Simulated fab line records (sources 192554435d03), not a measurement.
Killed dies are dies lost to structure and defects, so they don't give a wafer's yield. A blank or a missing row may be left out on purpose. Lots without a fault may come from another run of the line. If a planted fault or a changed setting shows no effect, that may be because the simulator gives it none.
Check for tools in common -- flow n5Finfet -- Lots sampled 7, wafers sampled 21

== WHAT PROMPTED THE OPENING ==
Flagged at N5_BEOL_M8_CD_MEAS_11: reading cdNm, on 1 of 7 lots. No-fault wafers: 38.6 nm, standard deviation 0.5.
Rule: flag the lot when none of its wafers has a number, or when each of its wafers that has one lies beyond 4 standard deviations from that mean. All remaining lots are regarded as sound.

lot,measured,on,"cdNm (nm), wafer by wafer",flag
L847,day 11 15:17,cdSem-01,38.2 38.8 38.8,
L851,day 13 00:02,cdSem-01,39.5 39.2 38.3,
L855,day 13 06:10,cdSem-02,39.0 38.3 38.7,
L858,day 13 23:59,cdSem-01,36.1 35.3 35.1,FLAGGED
L859,day 14 12:54,cdSem-02,38.5 38.2 38.5,
L861,day 15 18:10,cdSem-03,39.1 38.7 39.3,
L863,day 15 18:38,cdSem-03,38.9 39.3 38.6,
Average over the flagged lots: 35.5 nm; offset from the usual -3.1 nm, equal to -6 standard deviations.

== WHICH TOOL RAN EACH LOT ==
The record holds 3 process steps before the reading, out of a route of 1938 steps. Read each cell as the tool, then ch plus the chambers that the sampled wafers visited, then the start.
lot,flag,N5_BEOL_M7_SURFACE_TREAT_79,N5_BEOL_M7_CMP_52,N5_BEOL_M8_EXPOSE_08
L847,,"pvdSputter-02, day 11 11:45","cmp-01 ch 0,1, day 11 12:50","arfiScanner-01 ch 0, day 11 15:10"
L851,,"pvdSputter-01, day 12 20:01","cmp-01 ch 0,2,3, day 12 21:47","arfiScanner-02 ch 0, day 12 23:55"
L855,,"pvdSputter-01, day 13 01:43","cmp-04 ch 0,1,3, day 13 04:08","arfiScanner-02 ch 0, day 13 06:02"
L858,FLAGGED,"pvdSputter-01, day 13 20:31","cmp-01 ch 0,1,2, day 13 21:17","arfiScanner-02 ch 0, day 13 23:52"
L859,,"pvdSputter-02, day 14 08:37","cmp-01 ch 0,3, day 14 10:26","arfiScanner-01 ch 0, day 14 12:47"
L861,,"pvdSputter-03, day 15 13:34","cmp-03 ch 1,2,3, day 15 14:31","arfiScanner-03 ch 0, day 15 18:02"
L863,,"pvdSputter-02, day 15 14:40","cmp-01 ch 0,1,3, day 15 16:13","arfiScanner-01 ch 0, day 15 18:31"
What the steps here do:
- N5_BEOL_M7_SURFACE_TREAT_79
- N5_BEOL_M7_CMP_52: polishes, stops on SiCOH lowk, t overpolish 6.9 s, target thk 80 nm.
- N5_BEOL_M8_EXPOSE_08: exposes mask M8.
- N5_BEOL_M8_CD_MEAS_11: target cd 38.5 nm.

== FLAGGED OVER TOTAL, TOOL BY TOOL (the gauges that took the reading come last) ==
step,tool,lots run,flagged,share of the flagged lots,sound lots run after its first flagged lot
N5_BEOL_M7_SURFACE_TREAT_79,pvdSputter-01,3,1,all,0
N5_BEOL_M7_SURFACE_TREAT_79,pvdSputter-02,3,0,none,-
N5_BEOL_M7_SURFACE_TREAT_79,pvdSputter-03,1,0,none,-
N5_BEOL_M7_CMP_52,cmp-01,5,1,all,"2 (L859,L863)"
N5_BEOL_M7_CMP_52,cmp-03,1,0,none,-
N5_BEOL_M7_CMP_52,cmp-04,1,0,none,-
N5_BEOL_M8_EXPOSE_08,arfiScanner-01,3,0,none,-
N5_BEOL_M8_EXPOSE_08,arfiScanner-02,3,1,all,0
N5_BEOL_M8_EXPOSE_08,arfiScanner-03,1,0,none,-
N5_BEOL_M8_CD_MEAS_11,cdSem-01,3,1,all,0
N5_BEOL_M8_CD_MEAS_11,cdSem-02,2,0,none,-
N5_BEOL_M8_CD_MEAS_11,cdSem-03,2,0,none,-

== WHAT THE TABLE PERMITS ==
4 rows of the table ran every flagged lot: pvdSputter-01 at N5_BEOL_M7_SURFACE_TREAT_79, cmp-01 at N5_BEOL_M7_CMP_52, arfiScanner-02 at N5_BEOL_M8_EXPOSE_08, cdSem-01 at N5_BEOL_M8_CD_MEAS_11.
- pvdSputter-01 at N5_BEOL_M7_SURFACE_TREAT_79: 1 of its 3 lots flagged. Its last sound lot is L855 (day 13 01:43), its first flagged lot L858 (day 13 20:31): a fault that began between those two fits.
- cmp-01 at N5_BEOL_M7_CMP_52: 1 of its 5 lots flagged. Sound lots followed the first flagged one (L859, L863) on it, something a lasting fault affecting the whole tool could not allow.
- arfiScanner-02 at N5_BEOL_M8_EXPOSE_08: 1 of its 3 lots flagged. Its last sound lot is L855 (day 13 06:02), its first flagged lot L858 (day 13 23:52): a fault that began between those two fits. Its own readings lie more than 4 standard deviations out on every wafer of the flagged lots: exposureDoseMJCm2.
- cdSem-01 at N5_BEOL_M8_CD_MEAS_11: 1 of its 3 lots flagged. Its last sound lot is L851 (day 13 00:02), its first flagged lot L858 (day 13 23:59): a fault that began between those two fits.
Because each of these 3 tools fits a fault that began at some hour, counting lots does not separate them. More lots, or a look at what each step does to the wafer, might.

== WHAT THE SIMULATOR HAD PUT IN ==
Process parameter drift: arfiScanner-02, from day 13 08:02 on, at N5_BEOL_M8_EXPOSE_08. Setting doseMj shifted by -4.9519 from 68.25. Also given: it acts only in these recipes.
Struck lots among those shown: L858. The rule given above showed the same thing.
